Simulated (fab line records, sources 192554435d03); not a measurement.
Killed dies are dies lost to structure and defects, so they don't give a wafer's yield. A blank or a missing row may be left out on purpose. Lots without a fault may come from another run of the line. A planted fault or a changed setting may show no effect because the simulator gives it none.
One fault seen from 2 desks | flow n5_finfet | each desk has only its own numbers; what lay behind them comes last

THE METROLOGY DESK
What the gauges read, lot by lot, whatever tool the lot ran on: means of the sampled wafers that have a number. A lot is out of limits, marked OUT, if its mean lies more than 4 standard deviations from the usual mean; the brackets give that distance. Of its 16 readings 7 are shown: the one that was out of limits first, and those that lie furthest out on some lot.
Columns: A = trench_depth_nm at N5_BEOL_M4_OCD_MEAS_38, usual 55.0 nm; B = M4_THK at N5_BEOL_M4_THK_MEAS_53, usual 38.9 nm; C = M4_RS at N5_BEOL_M4_RS_MEAS_58, usual 0.68 ohm/sq; D = ION_P at N5_BEOL_M4_RC_MEAS_101, usual 462 uA/um; E = SERP_M4 at N5_BEOL_M4_RC_MEAS_101, usual 194 ohm/um; F = SERP_M4_max_site at N5_BEOL_M4_RC_MEAS_101, usual 207 ohm/um; G = SS_N at N5_BEOL_M4_RC_MEAS_101, usual 71.4 mV/dec
lot  | first seen here | A               | B               | C    | D   | E   | F   | G
L256 | day 8 09:26     | 54.9            | 38.5            | 0.68 | 452 | 175 | 190 | 71.8
L257 | day 8 14:41     | 55.5            | 37.7            | 0.71 | 466 | 210 | 226 | 71.4
L258 | day 8 22:08     | 54.3            | 39.2            | 0.68 | 450 | 205 | 220 | 72.2
L261 | day 9 19:17     | 55.3            | 40.5            | 0.64 | 456 | 176 | 184 | 71.2
L265 | day 10 17:48    | 64.7 (+9.7) OUT | 48.2 (+5.8) OUT | 0.54 | 466 | 162 | 174 | 71.2
L271 | day 12 11:53    | 55.0            | 38.8            | 0.69 | 452 | 197 | 217 | 71.3
L273 | day 13 11:22    | 56.2            | 41.3            | 0.63 | 460 | 169 | 182 | 71.9
L275 | day 13 21:23    | 55.5            | 39.3            | 0.67 | 472 | 200 | 210 | 70.9
This desk's finding: out of limits on L265; first on L265, day 11 00:40 (trench_depth_nm at N5_BEOL_M4_OCD_MEAS_38). In limits: L256, L257, L258, L261, L271, L273, L275.

THE TOOL OWNER'S DESK: rie_diel-01
The tool's own readings at N5_BEOL_M4_TRENCH_ETCH_37 (etches SiOC in C4F6/O2, target depth 55.555 nm, time 29.2 s): means of the sampled wafers that have a number, for each lot that ran on this tool. A lot is out of limits, marked OUT, if its mean lies more than 4 standard deviations from the usual mean; the brackets give that distance.
Columns: A = bias_w at N5_BEOL_M4_TRENCH_ETCH_37, usual 185.0 W; B = drypump_motor_current_A at N5_BEOL_M4_TRENCH_ETCH_37, usual 5.6 A; C = oes_f_703_au at N5_BEOL_M4_TRENCH_ETCH_37, usual 0.76 a.u.; D = oes_product_au at N5_BEOL_M4_TRENCH_ETCH_37, usual 0.77 a.u.; E = rf_vpp_V at N5_BEOL_M4_TRENCH_ETCH_37, usual 665 V; F = showerhead_plenum_p_Torr at N5_BEOL_M4_TRENCH_ETCH_37, usual 2.87 Torr; G = throttle_valve_pct at N5_BEOL_M4_TRENCH_ETCH_37, usual 20.90 %
lot  | first seen here | A     | B   | C    | D    | E   | F    | G
L256 | day 8 12:22     | 185.3 | 5.6 | 0.83 | 0.83 | 667 | 2.91 | 20.66
L258 | day 9 00:43     | 184.5 | 5.6 | 0.76 | 0.76 | 670 | 2.89 | 20.94
L265 | day 11 00:31    | 184.9 | 5.6 | 0.83 | 0.93 | 665 | 2.88 | 20.54
L275 | day 14 12:49    | 185.0 | 5.6 | 0.78 | 0.77 | 666 | 2.88 | 20.72
This desk's finding: nothing out of limits on any of the 4 lots.

PUT TOGETHER
The metrology desk could have raised an alarm at day 11 00:40, on L265.
The tool owner's desk saw nothing out of limits.
The tool owner's desk has L265 on record, within its limits.
Of the lots named, all ran N5_BEOL_M4_TRENCH_ETCH_37 on rie_diel-01.

WHAT THE SIMULATOR HAD PUT IN
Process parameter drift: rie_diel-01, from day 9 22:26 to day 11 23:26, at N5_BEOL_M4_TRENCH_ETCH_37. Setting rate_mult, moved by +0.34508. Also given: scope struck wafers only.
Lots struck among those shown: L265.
Hours from the fault's start to each desk's first reading out of limits: the metrology desk, 26.
